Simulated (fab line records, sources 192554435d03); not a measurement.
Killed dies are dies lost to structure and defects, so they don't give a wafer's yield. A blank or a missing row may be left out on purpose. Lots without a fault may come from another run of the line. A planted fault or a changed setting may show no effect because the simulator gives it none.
Which tool did it? | flow n5_finfet | 12 lots, 36 wafers sampled, at 2 steps of a route of 1938

WHAT THE GAUGES READ, wafer by wafer
N5_BEOL_M1_OVL_MEAS_29.
lot  | measured     | on         | V0_OVL (nm)
L075 | day 6 10:48  | overlay-02 | -0.2 -0.1 0.0
L077 | day 6 21:23  | overlay-01 | -1.4 0.0 -0.7
L079 | day 7 05:28  | overlay-02 | -1.6 -0.6 -0.3
L081 | day 7 22:46  | overlay-01 | 0.2 0.8 -0.8
L083 | day 8 11:51  | overlay-01 | 0.2 -0.4 -0.1
L085 | day 8 22:42  | overlay-01 | -0.5 0.7 0.6
L088 | day 9 13:23  | overlay-01 | 0.5 -0.8 0.6
L089 | day 9 21:19  | overlay-02 | 0.3 0.8 0.4
L091 | day 10 05:43 | overlay-01 | 0.2 -1.0 -0.4
L093 | day 11 01:26 | overlay-02 | 0.9 0.3 0.4
L095 | day 11 10:30 | overlay-02 | -0.3 0.6 -1.0
L097 | day 12 03:22 | overlay-02 | 1.0 -0.5 0.9

WHICH TOOL RAN EACH LOT (tool, then ch and the chambers of the sampled wafers, then the start)
lot  | N5_BEOL_M1_ETCH_74
L075 | rie_diel-01 ch 0,1,2, day 6 10:03
L077 | rie_diel-01 ch 0,1, day 6 20:31
L079 | rie_diel-03 ch 0,2,3, day 7 04:44
L081 | rie_diel-03 ch 0,1, day 7 21:53
L083 | rie_diel-03 ch 1,2,3, day 8 11:06
L085 | rie_diel-02 ch 0,1,2, day 8 21:55
L088 | rie_diel-03 ch 0,3, day 9 12:28
L089 | rie_diel-03 ch 2,3, day 9 20:27
L091 | rie_diel-01 ch 1,3, day 10 04:46
L093 | rie_diel-01 ch 1,2,3, day 11 00:41
L095 | rie_diel-02 ch 0,2, day 11 09:31
L097 | rie_diel-01 ch 1,3, day 12 02:23
- N5_BEOL_M1_ETCH_74: etches underlayer in N2/H2, target depth 6.5 nm, time 5.2 s.

THE ANSWER, worked out from the rows above alone
Rule: what is usual is taken from the lots themselves. Put in order of their means at a reading, lots are off if they are a third of the lots or fewer, leave a main group of 4 or more, and stand apart from it by a gap of 3 or more times the standard deviation of the main group's means; of several such gaps the widest counts. A main group whose means are all the same, to the digits that the tables above print for the reading, isn't used. A lot without any number at a reading at which 4 lots or more have one is off too. The other lots that the step has rows for count as sound.
No lot is off at any reading shown: from this, nothing can be told.

WHAT THE SIMULATOR HAD PUT IN
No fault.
